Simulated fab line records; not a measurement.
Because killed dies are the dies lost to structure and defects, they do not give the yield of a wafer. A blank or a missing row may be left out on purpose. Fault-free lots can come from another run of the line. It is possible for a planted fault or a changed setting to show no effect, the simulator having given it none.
fab line records :: flow n5Finfet
[record]
  lots = 5
  wafers = 15
  lastDay = 18
route steps=1938 shown BEOL_M4@1033 PASSIVATION@1936
lots that met no fault: from a run of the same line without faults
startH: hours from the record's opening day to when the first of the lot's shown wafers began :: waitH: hours elapsed since this lot's preceding step :: " as in the row above :: L1.1+2: a single row standing in for several wafers :: - either no value or no given start :: * or withheld: withheld :: < > ~ a bound
route shown NAME@n: NAME is a module with steps in the file, n the number in the route of the first one :: usual: the fault-free wafers' mean and standard deviation :: same: alike in all rows :: chamber/n: place in a boat :: sites: the reading at each site :: _std_site: the values' standard deviation :: _edge_site: inner sites' mean taken away from outer sites' mean :: radiusMm: how far each site lies from the wafer's centre :: mask NAME#n: copy n :: behind: the last tool/chamber to shape the wafer :: hold: why the lot went on hold/how many hours it stayed there/how the hold came to an end :: device: the n, p or np transistor that did not switch :: end of line: the tests these same wafers got at the end of their route :: a step with no rows: only its recipe :: killed: not the wafer's yield, but the dies lost to structure and defects at the first sort :: map: shows each die of a wafer: x if killed, . if not, _ if none is there
set.NAME: the run value of the setting; set.NAME@STEP: its run value at that earlier step :: model.NAME: the simulator's own value behind a step, which no gauge read
a table for each step, a row for each wafer; lots at some steps of the route
services: from which hour (startH, from the record's first day; less than 0 if before it) a tool's chamber was out of use, for how many hours, and why
[[steps]]
[step N5_BEOL_M4_DEVELOP_10]
[recipe]
  developTimeS = 30
  developer = TMAH
  resist = CAR-EUV
  rinseLiquid = surfactantRinse
  dry = airSpin
  devTempC = 23
[step N5_BEOL_M4_DESCUM_16]
[recipe]
  chemistry = O2
  timeS = 7
  sourcePowerW = 50
  biasPowerW = 20
  pressureMtorr = 20
  rfFrequencyHz = 2.712e+07
  tempC = 40
  resist = CAR-EUV
  o2FlowSccm = 225
[step N5_BEOL_M4_ETCH_74]
[recipe]
  chemistry = N2/H2
  target = underlayer
  targetDepthA = 65
  maskMaterial = CAR-EUV
  timeS = 5.2
  ionEnergyEv = 200
  pressureMtorr = 30
  sourceW = 840
  biasW = 150
  n2FlowSccm = 200
  h2FlowSccm = 200
  ends = cleared
[step N5_BEOL_M4_ETCH_63]
[recipe]
  chemistry = CF4
  target = SiARC
  targetDepthA = 156
  maskMaterial = CAR-EUV
  timeS = 26
  ionEnergyEv = 80
  pressureMtorr = 40
  sourceW = 545
  biasW = 36
  Ar_flow_sccm = 100
  cf4FlowSccm = 100
  ends = cleared
[step N5_BEOL_M4_ETCH_64]
[recipe]
  chemistry = N2/H2
  target = SOC
  targetDepthA = 750
  overetchA = 225
  maskMaterial = SiARC
  tempC = 40
  timeS = 121.9
  ionEnergyEv = 200
  pressureMtorr = 30
  sourceW = 840
  biasW = 150
  n2FlowSccm = 200
  h2FlowSccm = 200
[step N5_BEOL_M4_STRIP_65]
[recipe]
  chemistry = N2/H2
  tempC = 40
  n2FlowSccm = 200
  h2FlowSccm = 200
  rfFrequencyHz = 6e+07
[step N5_BEOL_M4_STRIP_75]
[recipe]
  chemistry = N2/H2
  tempC = 40
  n2FlowSccm = 200
  h2FlowSccm = 200
  rfFrequencyHz = 6e+07
[step N5_BEOL_M4_STRIP_66]
[recipe]
  chemistry = CF4
  resist = SiARC
  powerW = 300
  biasPowerW = 75
  pressureMtorr = 50
  cf4FlowSccm = 150
  rfFrequencyHz = 6e+07
[step N5_BEOL_M4_HM_OPEN_17]
[recipe]
  chemistry = Cl2/BCl3
  targetDepthA = 200
  overetchA = 60
  target = TiN
  maskMaterial = SOC
  ionEnergyEv = 150
  pressureMtorr = 10
  icpW = 1000
  biasW = 126
  Cl2_flow_sccm = 53.25
  bcl3FlowSccm = 21.75
  Ar_flow_sccm = 25
[step N5_BEOL_M4_STRIP_19]
[recipe]
  chemistry = O2
  powerW = 400
  tempC = 40
  pressureMtorr = 30
  rfFrequencyHz = 6e+07
  biasPowerW = 0
  overashFraction = 0.2
  o2FlowSccm = 225
[usual]
  drypumpMotorCurrentA = 5.6/0.58
  oesProductAu = 0.81/0.073
  rfVppV = 3.7/0.45
  showerheadPlenumPTorr = 2.11/0.065
  tempC = 40.01/0.11
  throttleValvePct = 16.59/0.26
lot.wafer: L176.2
tool: rieDiel-04
chamber: 1
startH: 185.39
waitH: 0.1
drypumpMotorCurrentA: 6.3
oesProductAu: 0.91
rfHoursCounterH: 16
rfVppV: 4.4
showerheadPlenumPTorr: 2.13
tempC: 40.00
throttleValvePct: 16.18

lot.wafer: L176.3
tool: rieDiel-04
chamber: 0
startH: 185.39
waitH: 0.1
drypumpMotorCurrentA: 6.2
oesProductAu: 0.72
rfHoursCounterH: 190
rfVppV: 4.1
showerheadPlenumPTorr: 2.09
tempC: 40.00
throttleValvePct: 17.02

lot.wafer: L176.5
tool: rieDiel-04
chamber: 0
startH: 185.39
waitH: 0.1
drypumpMotorCurrentA: 6.2
oesProductAu: 0.72
rfHoursCounterH: -
rfVppV: 3.9
showerheadPlenumPTorr: 2.09
tempC: 40.02
throttleValvePct: 17.02

lot.wafer: L191.2
tool: rieDiel-04
chamber: 2
startH: 270.76
waitH: 0.2
drypumpMotorCurrentA: 4.9
oesProductAu: 0.94
rfHoursCounterH: 17
rfVppV: 4.1
showerheadPlenumPTorr: 2.23
tempC: 40.02
throttleValvePct: 16.37

lot.wafer: L191.4
tool: rieDiel-04
chamber: 0
startH: 270.76
waitH: 0.2
drypumpMotorCurrentA: 6.1
oesProductAu: 0.70
rfHoursCounterH: 221
rfVppV: 3.0
showerheadPlenumPTorr: 2.08
tempC: 39.90
throttleValvePct: 17.08

lot.wafer: L191.5
tool: rieDiel-04
chamber: 0
startH: 270.76
waitH: 0.2
drypumpMotorCurrentA: 6.1
oesProductAu: 0.70
rfHoursCounterH: -
rfVppV: 3.6
showerheadPlenumPTorr: 2.08
tempC: 39.99
throttleValvePct: 17.08

lot.wafer: L193.2
tool: rieDiel-04
chamber: 3
startH: 272.83
waitH: 0.1
drypumpMotorCurrentA: 6.2
oesProductAu: 0.72
rfHoursCounterH: 210
rfVppV: 3.9
showerheadPlenumPTorr: 2.17
tempC: 40.08
throttleValvePct: 16.97

lot.wafer: L193.5
tool: rieDiel-04
chamber: 2
startH: 272.83
waitH: 0.1
drypumpMotorCurrentA: 4.9
oesProductAu: 0.93
rfHoursCounterH: -
rfVppV: 3.9
showerheadPlenumPTorr: 2.23
tempC: 40.02
throttleValvePct: 16.36

lot.wafer: L193.6
tool: rieDiel-04
chamber: 1
startH: 272.83
waitH: 0.1
drypumpMotorCurrentA: 6.3
oesProductAu: 0.86
rfHoursCounterH: -
rfVppV: 3.6
showerheadPlenumPTorr: 2.12
tempC: 39.86
throttleValvePct: 16.22

lot.wafer: L192.3
tool: rieDiel-04
chamber: 2
startH: 279.19
waitH: 0.2
drypumpMotorCurrentA: 4.9
oesProductAu: 0.93
rfHoursCounterH: 20
rfVppV: 3.7
showerheadPlenumPTorr: 2.22
tempC: 40.03
throttleValvePct: 16.38

lot.wafer: L192.5
tool: rieDiel-04
chamber: 0
startH: 279.19
waitH: 0.2
drypumpMotorCurrentA: 6.2
oesProductAu: 0.70
rfHoursCounterH: -
rfVppV: 3.7
showerheadPlenumPTorr: 2.08
tempC: 40.12
throttleValvePct: 17.08

lot.wafer: L192.6
tool: rieDiel-04
chamber: 1
startH: 279.19
waitH: 0.2
drypumpMotorCurrentA: 6.3
oesProductAu: 0.86
rfHoursCounterH: -
rfVppV: 4.0
showerheadPlenumPTorr: 2.12
tempC: 40.16
throttleValvePct: 16.23

lot.wafer: L196.1
tool: rieDiel-05
chamber: 1
startH: 314.75
waitH: 0.3
drypumpMotorCurrentA: 5.5
oesProductAu: 0.69
rfHoursCounterH: 232
rfVppV: 3.4
showerheadPlenumPTorr: 2.13
tempC: 39.80
throttleValvePct: 16.92

lot.wafer: L196.3
tool: rieDiel-05
chamber: 3
startH: 314.75
waitH: 0.3
drypumpMotorCurrentA: 5.7
oesProductAu: 0.79
rfHoursCounterH: 102
rfVppV: 3.3
showerheadPlenumPTorr: 2.03
tempC: 39.91
throttleValvePct: 16.55

lot.wafer: L196.4
tool: rieDiel-05
chamber: 2
startH: 314.75
waitH: 0.3
drypumpMotorCurrentA: 6.6
oesProductAu: 0.80
rfHoursCounterH: 100
rfVppV: 3.8
showerheadPlenumPTorr: 2.11
tempC: 40.01
throttleValvePct: 16.49
[step N5_BEOL_M4_COAT_67]
[recipe]
  resist = SOC
  tempC = 250
  timeS = 60
  spinRpm = 1500
  resistThkNm = 60
[step N5_BEOL_M4_COAT_68]
[recipe]
  resist = SiARC
  tempC = 220
  timeS = 60
  spinRpm = 1500
  resistThkNm = 12
[step N5_BEOL_M4_COAT_76]
[recipe]
  resist = underlayer
  tempC = 205
  timeS = 60
  spinRpm = 1500
  resistThkNm = 5
[step N5_BEOL_M4_COAT_22]
[recipe]
  resist = CAR-EUV
  spinRpm = 1500
  resistThkNm = 30
[step N5_BEOL_M4_EBR_24]
[recipe]
  solvent = PGMEA
  ebrWidthMm = 1.5
[step N5_BEOL_M4_SOFTBAKE_23]
[recipe]
  tempC = 110
  timeS = 60
  resist = CAR-EUV
[step N5_BEOL_M4_EXPOSE_25]
[recipe]
  maskId = V3
  na = 0.33
  sourceShape = quasar
  sigmaInner = 0.2
  sigmaOuter = 0.8
  polarization = unpolarized
  defocusNm = 5
  doseMj = 63
[step N5_BEOL_M4_PEB_26]
[recipe]
  pebTempC = 100
  pebTimeS = 60
  resist = CAR-EUV
[step N5_BEOL_M4_DEVELOP_27]
[recipe]
  developTimeS = 30
  developer = TMAH
  resist = CAR-EUV
  rinseLiquid = surfactantRinse
  dry = airSpin
  devTempC = 23
[step N5_BEOL_M4_INSPECT_30]
[recipe]
  mode = adi
  inspectInstrument = brightfield
[usual]
  rawDefectCount = 375/78
lot.wafer: L176.2
tool: defectInspect-01
chamber: -
startH: 185.86
waitH: 0.0
rawDefectCount: 455

lot.wafer: L176.3
tool: defectInspect-01
chamber: -
startH: 185.86
waitH: 0.0
rawDefectCount: 387

lot.wafer: L176.5
tool: defectInspect-01
chamber: -
startH: 185.86
waitH: 0.0
rawDefectCount: 481

lot.wafer: L191.2
tool: defectInspect-01
chamber: -
startH: 271.23
waitH: 0.0
rawDefectCount: 1487

lot.wafer: L191.4
tool: defectInspect-01
chamber: -
startH: 271.23
waitH: 0.0
rawDefectCount: 1389

lot.wafer: L191.5
tool: defectInspect-01
chamber: -
startH: 271.23
waitH: 0.0
rawDefectCount: 1500

lot.wafer: L193.2
tool: defectInspect-01
chamber: -
startH: 273.31
waitH: 0.0
rawDefectCount: 1519

lot.wafer: L193.5
tool: defectInspect-01
chamber: -
startH: 273.31
waitH: 0.0
rawDefectCount: 1493

lot.wafer: L193.6
tool: defectInspect-01
chamber: -
startH: 273.31
waitH: 0.0
rawDefectCount: 1475

lot.wafer: L192.3
tool: defectInspect-02
chamber: -
startH: 279.68
waitH: 0.0
rawDefectCount: 1533

lot.wafer: L192.5
tool: defectInspect-02
chamber: -
startH: 279.68
waitH: 0.0
rawDefectCount: 1493

lot.wafer: L192.6
tool: defectInspect-02
chamber: -
startH: 279.68
waitH: 0.0
rawDefectCount: 1574

lot.wafer: L196.1
tool: defectInspect-01
chamber: -
startH: 315.35
waitH: 0.1
rawDefectCount: 420

lot.wafer: L196.3
tool: defectInspect-01
chamber: -
startH: 315.35
waitH: 0.1
rawDefectCount: 483

lot.wafer: L196.4
tool: defectInspect-01
chamber: -
startH: 315.35
waitH: 0.1
rawDefectCount: 392
[step N5_BEOL_M4_DESCUM_33]
[recipe]
  chemistry = O2
  timeS = 7
  sourcePowerW = 50
  biasPowerW = 20
  pressureMtorr = 20
  rfFrequencyHz = 2.712e+07
  tempC = 40
  resist = CAR-EUV
  o2FlowSccm = 225
[step N5_BEOL_M4_RC_MEAS_101]
[usual]
  DIBL_N = 36.4/1.9
  DIBL_P = 35.8/2.1
  IOFF_N = 0.158/0.029
  IOFF_P = 0.21/0.035
  ION_N = 676/14
  ION_P = 465/9.7
  SS_N = 71.5/0.66
  SS_P = 73.4/0.7
  VT_N = 249.8/3
  VT_P = -250/3.3
lot.wafer: L176.2
tool: prober-01
chamber: 0
startH: 202.49
waitH: 0.2
DIBL_N[mV/V]: 34.0
DIBL_P[mV/V]: 33.6
IOFF_N[nA/um]: 0.122
IOFF_P[nA/um]: 0.17
ION_N[uA/um]: 668
ION_P[uA/um]: 463
SS_N[mV/dec]: 71.0
SS_P[mV/dec]: 72.9
VT_N[mV]: 252.3
VT_P[mV]: -255

lot.wafer: L176.3
tool: prober-01
chamber: 0
startH: 202.49
waitH: 0.2
DIBL_N[mV/V]: 38.1
DIBL_P[mV/V]: 38.1
IOFF_N[nA/um]: 0.196
IOFF_P[nA/um]: 0.23
ION_N[uA/um]: 694
ION_P[uA/um]: 476
SS_N[mV/dec]: 72.3
SS_P[mV/dec]: 74.1
VT_N[mV]: 247.4
VT_P[mV]: -248

lot.wafer: L176.5
tool: prober-01
chamber: 0
startH: 202.49
waitH: 0.2
DIBL_N[mV/V]: 33.9
DIBL_P[mV/V]: 33.5
IOFF_N[nA/um]: 0.116
IOFF_P[nA/um]: 0.16
ION_N[uA/um]: 650
ION_P[uA/um]: 448
SS_N[mV/dec]: 70.2
SS_P[mV/dec]: 72.4
VT_N[mV]: 253.3
VT_P[mV]: -254

lot.wafer: L191.2
tool: prober-02
chamber: 0
startH: 282.90
waitH: 0.2
DIBL_N[mV/V]: 35.9
DIBL_P[mV/V]: 34.9
IOFF_N[nA/um]: 0.151
IOFF_P[nA/um]: 0.19
ION_N[uA/um]: 669
ION_P[uA/um]: 455
SS_N[mV/dec]: 72.1
SS_P[mV/dec]: 73.4
VT_N[mV]: 251.3
VT_P[mV]: -253

lot.wafer: L191.4
tool: prober-02
chamber: 0
startH: 282.90
waitH: 0.2
DIBL_N[mV/V]: 36.2
DIBL_P[mV/V]: 34.9
IOFF_N[nA/um]: 0.159
IOFF_P[nA/um]: 0.19
ION_N[uA/um]: 688
ION_P[uA/um]: 460
SS_N[mV/dec]: 71.7
SS_P[mV/dec]: 73.7
VT_N[mV]: 248.0
VT_P[mV]: -254

lot.wafer: L191.5
tool: prober-02
chamber: 0
startH: 282.90
waitH: 0.2
DIBL_N[mV/V]: 38.4
DIBL_P[mV/V]: 37.4
IOFF_N[nA/um]: 0.201
IOFF_P[nA/um]: 0.23
ION_N[uA/um]: 692
ION_P[uA/um]: 465
SS_N[mV/dec]: 72.4
SS_P[mV/dec]: 73.8
VT_N[mV]: 245.1
VT_P[mV]: -250

lot.wafer: L193.2
tool: prober-02
chamber: 0
startH: 286.67
waitH: 0.2
DIBL_N[mV/V]: 37.8
DIBL_P[mV/V]: 38.3
IOFF_N[nA/um]: 0.185
IOFF_P[nA/um]: 0.27
ION_N[uA/um]: 685
ION_P[uA/um]: 471
SS_N[mV/dec]: 72.7
SS_P[mV/dec]: 73.7
VT_N[mV]: 249.9
VT_P[mV]: -246

lot.wafer: L193.5
tool: prober-02
chamber: 0
startH: 286.67
waitH: 0.2
DIBL_N[mV/V]: 37.3
DIBL_P[mV/V]: 38.3
IOFF_N[nA/um]: 0.175
IOFF_P[nA/um]: 0.30
ION_N[uA/um]: 675
ION_P[uA/um]: 469
SS_N[mV/dec]: 71.8
SS_P[mV/dec]: 74.5
VT_N[mV]: 246.9
VT_P[mV]: -243

lot.wafer: L193.6
tool: prober-02
chamber: 0
startH: 286.67
waitH: 0.2
DIBL_N[mV/V]: 36.2
DIBL_P[mV/V]: 36.8
IOFF_N[nA/um]: 0.164
IOFF_P[nA/um]: 0.25
ION_N[uA/um]: 675
ION_P[uA/um]: 465
SS_N[mV/dec]: 71.2
SS_P[mV/dec]: 73.8
VT_N[mV]: 249.4
VT_P[mV]: -248

lot.wafer: L192.3
tool: prober-02
chamber: 0
startH: 302.63
waitH: 0.3
DIBL_N[mV/V]: 36.1
DIBL_P[mV/V]: 35.1
IOFF_N[nA/um]: 0.161
IOFF_P[nA/um]: 0.22
ION_N[uA/um]: 697
ION_P[uA/um]: 480
SS_N[mV/dec]: 71.9
SS_P[mV/dec]: 73.6
VT_N[mV]: 247.4
VT_P[mV]: -248

lot.wafer: L192.5
tool: prober-02
chamber: 0
startH: 302.63
waitH: 0.3
DIBL_N[mV/V]: 37.6
DIBL_P[mV/V]: 36.8
IOFF_N[nA/um]: 0.190
IOFF_P[nA/um]: 0.24
ION_N[uA/um]: 706
ION_P[uA/um]: 484
SS_N[mV/dec]: 71.6
SS_P[mV/dec]: 73.8
VT_N[mV]: 245.1
VT_P[mV]: -247

lot.wafer: L192.6
tool: prober-02
chamber: 0
startH: 302.63
waitH: 0.3
DIBL_N[mV/V]: 37.1
DIBL_P[mV/V]: 34.8
IOFF_N[nA/um]: 0.166
IOFF_P[nA/um]: 0.21
ION_N[uA/um]: 682
ION_P[uA/um]: 465
SS_N[mV/dec]: 71.3
SS_P[mV/dec]: 73.5
VT_N[mV]: 246.5
VT_P[mV]: -248

lot.wafer: L196.1
tool: prober-02
chamber: 0
startH: 329.26
waitH: 0.0
DIBL_N[mV/V]: 38.4
DIBL_P[mV/V]: 36.5
IOFF_N[nA/um]: 0.185
IOFF_P[nA/um]: 0.22
ION_N[uA/um]: 663
ION_P[uA/um]: 457
SS_N[mV/dec]: 72.6
SS_P[mV/dec]: 73.5
VT_N[mV]: 248.0
VT_P[mV]: -249

lot.wafer: L196.3
tool: prober-02
chamber: 0
startH: 329.26
waitH: 0.0
DIBL_N[mV/V]: 36.7
DIBL_P[mV/V]: 36.1
IOFF_N[nA/um]: 0.158
IOFF_P[nA/um]: 0.21
ION_N[uA/um]: 674
ION_P[uA/um]: 466
SS_N[mV/dec]: 71.4
SS_P[mV/dec]: 73.3
VT_N[mV]: 248.1
VT_P[mV]: -252

lot.wafer: L196.4
tool: prober-02
chamber: 0
startH: 329.26
waitH: 0.0
DIBL_N[mV/V]: 38.4
DIBL_P[mV/V]: 37.7
IOFF_N[nA/um]: 0.202
IOFF_P[nA/um]: 0.23
ION_N[uA/um]: 685
ION_P[uA/um]: 466
SS_N[mV/dec]: 72.2
SS_P[mV/dec]: 73.8
VT_N[mV]: 244.7
VT_P[mV]: -248
[step N5_PASSIVATION_PROBE_49]
[usual]
  defectLimitedYield = 91.3/1.3
  killed_at_M0_to_M3 = 34/9.1
  killed_at_M4_up = 14/5.6
  killedAtContacts = 13/5.9
  killedAtFrontEnd = 39/11
  killedAtOther = 3.6/3
  killedDies = 102/16
  killedOnRim = 13/4
  killedOpen = 68/12
  killedShort = 33/7.3
  sort_bin_5_function = 5.2/0.89
  sort_bin_6_memory = 3.2/0.68
  sortNPass = 1078/16
  sortYieldPct = 91.3/1.3
[same]
  grossDies = 1180
  killedAtBackSide = 0
  sort_bin_4_leakage[%] = 0
  sort_bin_8_speed[%] = 0
lot.wafer: L191.2
tool: prober-02
chamber: -
startH: 385.18
waitH: 0.1
defectLimitedYield[%]: 80.0
killed_at_M0_to_M3: 23
killed_at_M4_up: 165
killedAtContacts: 12
killedAtFrontEnd: 35
killedAtOther: 1
killedDies: 236
killedOnRim: 12
killedOpen: 58
killedShort: 23
sort_bin_5_function[%]: 12.1
sort_bin_6_memory[%]: 4.1
sortNPass: 944
sortYieldPct[%]: 80.0

lot.wafer: L191.4
tool: prober-02
chamber: -
startH: 385.28
waitH: 0.2
defectLimitedYield[%]: 86.1
killed_at_M0_to_M3: 39
killed_at_M4_up: 75
killedAtContacts: 16
killedAtFrontEnd: 34
killedAtOther: 0
killedDies: 164
killedOnRim: 30
killedOpen: 64
killedShort: 35
sort_bin_5_function[%]: 8.3
sort_bin_6_memory[%]: 3.0
sortNPass: 1016
sortYieldPct[%]: 86.1

lot.wafer: L191.5
tool: prober-02
chamber: -
startH: 385.33
waitH: 0.2
defectLimitedYield[%]: 86.1
killed_at_M0_to_M3: 41
killed_at_M4_up: 69
killedAtContacts: 20
killedAtFrontEnd: 32
killedAtOther: 2
killedDies: 164
killedOnRim: 34
killedOpen: 71
killedShort: 33
sort_bin_5_function[%]: 7.4
sort_bin_6_memory[%]: 4.0
sortNPass: 1016
sortYieldPct[%]: 86.1

lot.wafer: L193.2
tool: prober-01
chamber: -
startH: 399.97
waitH: 0.1
defectLimitedYield[%]: 86.1
killed_at_M0_to_M3: 38
killed_at_M4_up: 76
killedAtContacts: 15
killedAtFrontEnd: 30
killedAtOther: 5
killedDies: 164
killedOnRim: 31
killedOpen: 71
killedShort: 28
sort_bin_5_function[%]: 8.6
sort_bin_6_memory[%]: 2.8
sortNPass: 1016
sortYieldPct[%]: 86.1

lot.wafer: L193.5
tool: prober-01
chamber: -
startH: 400.12
waitH: 0.2
defectLimitedYield[%]: 79.5
killed_at_M0_to_M3: 22
killed_at_M4_up: 168
killedAtContacts: 8
killedAtFrontEnd: 42
killedAtOther: 2
killedDies: 242
killedOnRim: 14
killedOpen: 62
killedShort: 26
sort_bin_5_function[%]: 13.0
sort_bin_6_memory[%]: 4.3
sortNPass: 938
sortYieldPct[%]: 79.5

lot.wafer: L193.6
tool: prober-01
chamber: -
startH: 400.17
waitH: 0.3
defectLimitedYield[%]: 84.7
killed_at_M0_to_M3: 37
killed_at_M4_up: 102
killedAtContacts: 6
killedAtFrontEnd: 28
killedAtOther: 7
killedDies: 180
killedOnRim: 28
killedOpen: 68
killedShort: 30
sort_bin_5_function[%]: 7.5
sort_bin_6_memory[%]: 4.9
sortNPass: 1000
sortYieldPct[%]: 84.7

lot.wafer: L192.3
tool: prober-02
chamber: -
startH: 416.20
waitH: 0.1
defectLimitedYield[%]: 79.9
killed_at_M0_to_M3: 21
killed_at_M4_up: 172
killedAtContacts: 11
killedAtFrontEnd: 32
killedAtOther: 1
killedDies: 237
killedOnRim: 14
killedOpen: 56
killedShort: 21
sort_bin_5_function[%]: 13.2
sort_bin_6_memory[%]: 3.4
sortNPass: 943
sortYieldPct[%]: 79.9

lot.wafer: L192.5
tool: prober-02
chamber: -
startH: 416.30
waitH: 0.2
defectLimitedYield[%]: 87.7
killed_at_M0_to_M3: 15
killed_at_M4_up: 80
killedAtContacts: 10
killedAtFrontEnd: 39
killedAtOther: 1
killedDies: 145
killedOnRim: 34
killedOpen: 45
killedShort: 31
sort_bin_5_function[%]: 6.9
sort_bin_6_memory[%]: 2.7
sortNPass: 1035
sortYieldPct[%]: 87.7

lot.wafer: L192.6
tool: prober-02
chamber: -
startH: 416.35
waitH: 0.3
defectLimitedYield[%]: 85.0
killed_at_M0_to_M3: 29
killed_at_M4_up: 96
killedAtContacts: 22
killedAtFrontEnd: 28
killedAtOther: 2
killedDies: 177
killedOnRim: 34
killedOpen: 70
killedShort: 23
sort_bin_5_function[%]: 8.4
sort_bin_6_memory[%]: 4.0
sortNPass: 1003
sortYieldPct[%]: 85.0
// killed by level:class
L191.2 BEOL_M4:unspecified=155 MOL_CONTACT_COAG:geometricParticle:open=10 STI_FIN_REVEAL:geometricParticle:open=8 GATE_CUT:geometricParticle:short=7 BEOL_M1:geometricParticle:open=7 FIN_SAQP:geometricParticle:open=6 BEOL_M2:geometricParticle:open=6 BEOL_M3:geometricParticle:open=5
L191.4 BEOL_M4:unspecified=65 MOL_CONTACT_COAG:geometricParticle:open=12 BEOL_M0_SAQP:geometricParticle:short=11 BEOL_M0_SAQP:geometricParticle:open=10 FIN_SAQP:geometricParticle:short=9 STI_FIN_REVEAL:geometricParticle:open=9 BEOL_M2:geometricParticle:open=8 MOL_CONTACT_COAG:geometricParticle:short=4
L191.5 BEOL_M4:unspecified=59 MOL_CONTACT_COAG:geometricParticle:open=16 BEOL_M0_SAQP:geometricParticle:open=13 STI_FIN_REVEAL:geometricParticle:open=12 BEOL_M0_SAQP:geometricParticle:short=9 BEOL_M2:geometricParticle:open=9 DUMMY_GATE:geometricParticle:open=5 BEOL_M5:geometricParticle:open=5
L193.2 BEOL_M4:unspecified=65 MOL_CONTACT_COAG:geometricParticle:open=14 BEOL_M0_SAQP:geometricParticle:short=11 BEOL_M0_SAQP:geometricParticle:open=10 STI_FIN_REVEAL:geometricParticle:open=7 BEOL_M1:geometricParticle:open=6 GATE_CUT:geometricParticle:open=6 FIN_SAQP:geometricParticle:open=4
L193.5 BEOL_M4:unspecified=154 STI_FIN_REVEAL:geometricParticle:open=11 BEOL_M4:geometricParticle:open=9 MOL_CONTACT_COAG:geometricParticle:open=8 GATE_CUT:geometricParticle:short=6 BEOL_M0_SAQP:geometricParticle:open=6 BEOL_M2:geometricParticle:open=5 FIN_SAQP:geometricParticle:short=4
L193.6 BEOL_M4:unspecified=82 BEOL_M1:geometricParticle:open=13 BEOL_M4:geometricParticle:open=12 FIN_SAQP:geometricParticle:short=7 BEOL_M0_SAQP:geometricParticle:open=7 DUMMY_GATE:geometricParticle:open=5 BEOL_M2:geometricParticle:open=5 BEOL_M0_SAQP:geometricParticle:short=4
L192.3 BEOL_M4:unspecified=158 STI_FIN_REVEAL:geometricParticle:open=9 BEOL_M4:geometricParticle:open=9 MOL_CONTACT_COAG:geometricParticle:open=9 FIN_SAQP:geometricParticle:open=6 FIN_SAQP:geometricParticle:short=6 BEOL_M0_SAQP:geometricParticle:open=5 BEOL_M0_SAQP:geometricParticle:short=4
L192.5 BEOL_M4:unspecified=67 FIN_SAQP:geometricParticle:open=10 STI_FIN_REVEAL:geometricParticle:open=8 MOL_CONTACT_COAG:geometricParticle:open=7 FIN_SAQP:geometricParticle:short=5 GATE_CUT:geometricParticle:short=5 BEOL_M0_SAQP:geometricParticle:short=5 BEOL_M4:geometricParticle:short=4
L192.6 BEOL_M4:unspecified=83 MOL_CONTACT_COAG:geometricParticle:open=18 BEOL_M0_SAQP:geometricParticle:open=7 BEOL_M3:geometricParticle:open=7 DUMMY_GATE:geometricParticle:open=6 BEOL_M2:geometricParticle:open=6 BEOL_M4:geometricParticle:open=6 GATE_CUT:geometricParticle:short=5
// map L191.2 (x killed, . not)
_________________..x.........________________
______________..............x..._____________
___________..x..............x......__________
__________.........................._________
________.....x......................x._______
_______.......x........................______
______...x.............x.........x......_____
_____..............x.....................____
____..x........................x..........___
___........x.........................xx....__
___......xx...................xx....x..x...__
__...............................x.........._
__....x.................x...........x.....x._
_.............x.........xx...............x...
_...x...........................x.......x....
_......x..x..................x.xx..x.........
_x................x......x.x..xx.x....x......
_.......x.x............x..xxxxxxxx.x....x....
_..x.....x...............xxxxxxxxxxxx.x......
_......................xxxxxxxxxxxxxx..x.x...
_.......xx........x......xxxxxxxxxxxxx.....x.
__...x..x.........x...x.xxxxxxxxxxxxxxx..x.._
__...x.....x..........x.xxxxxxxxxxxxxx......_
___.................x..xxxxxxxxxxxxxxxx....__
___................x...xxxxxxxxxxxxxxxx....__
____................x.xxx.xxxxxxxxxxxx....___
_____.x.x...............x.xxxxxxxxxxx..x.____
______...................xx.xxxxxx.x...._____
_______........xx.......x.x...xx.......______
________..........x....x..........x..._______
__________....x.......x....x........_________
___________...x....................__________
______________.x..............x._____________
_________________....x.......________________
// map L192.3 (x killed, . not)
_________________............________________
______________..x.........x....._____________
___________..........x.............__________
__________.........................._________
________..........x.....x............x_______
_______...............x................______
______.......................x....x....._____
_____.x...........x..........x......x....____
____.x........xx.....x....................___
___............x............x..............__
___.........................x.......x......__
__..x.x........x.........x.................._
__.x...x......x...................x........._
_.....................x....x.................
_.......x...................x...x............
_................x.....x....x....x..........x
_..x............x.......x...x.xxx.xx.x.......
_x.........xx.........x.x.xxxxxxx.x..........
_...x.............x....x.xxxxxxxxxxxx.....x.x
_x..........x..........xxxxxxxxxxxxxxx.......
_......x.x.............x.xxxxxxxxxxxx....x...
__......................xxxxxxxxxxxxxxx.x..._
__................x...xxxxxxxxxxxxxxxx......_
___.........x.x........xxxxxxxxxxxxxx...x..__
___.x.......x...xx.....xxxxxxxxxxxxxxx.....__
____..................x.xxxxxxxxxxxxx.....___
_____....................xxxxxxxxxxx....x____
______......x..........x..xxxxxxx.x....._____
_______..........x...x.....xx..xx......______
________..........xx....x..x.......x.._______
__________........xx.....x.........._________
___________.x.........x............__________
______________.....x.x.........._____________
_________________..........xx________________
[[services]]
tool: rieDiel-04
chamber: 2
startH: 196.02
hours: -
kind: clean

tool: rieDiel-04
chamber: 2
startH: 196.02
hours: -
kind: consumableReplace:focusRing

tool: rieDiel-04
chamber: 2
startH: 196.02
hours: -
kind: consumableReplace:showerhead

tool: rieDiel-04
chamber: 2
startH: 196.02
hours: 23.0
kind: scheduledDown

tool: rieDiel-04
chamber: 2
startH: 196.02
hours: 23.0
kind: ventCycle

tool: rieDiel-04
chamber: 2
startH: 224.75
hours: 4.2
kind: repair

tool: rieDiel-04
chamber: 1
startH: 232.41
hours: 6.1
kind: repair

tool: rieDiel-04
chamber: 0
startH: 267.86
hours: 1.3
kind: repair
[[key]]
[firstSign]
  step = N5_BEOL_M4_INSPECT_30
  reading = rawDefectCount
  direction = up
  sigmas = 14
  usual = 375
  struck = 1496
[effect]
  step = N5_PASSIVATION_PROBE_49
  reading = killed_at_M4_up
  direction = up
  sigmas = 17
  usual = 14
  struck = 111
[moreKillsBornAt]
  N5_BEOL_M4_STRIP_19@rieDiel-04 = 888
metAt N5_BEOL_M4_STRIP_19
struckWafers L191.2,L191.4,L191.5,L192.3,L192.5,L192.6,L193.2,L193.5,L193.6
onsetBetween 185.39 270.76
[fault]
  kind = chamberParticleSource
  tool = rieDiel-04
  chamber = -
  onsetH = 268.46
  steps = N5_BEOL_M4_STRIP_19
  ratePerVisitCm2 = 1.7993
  endH = 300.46
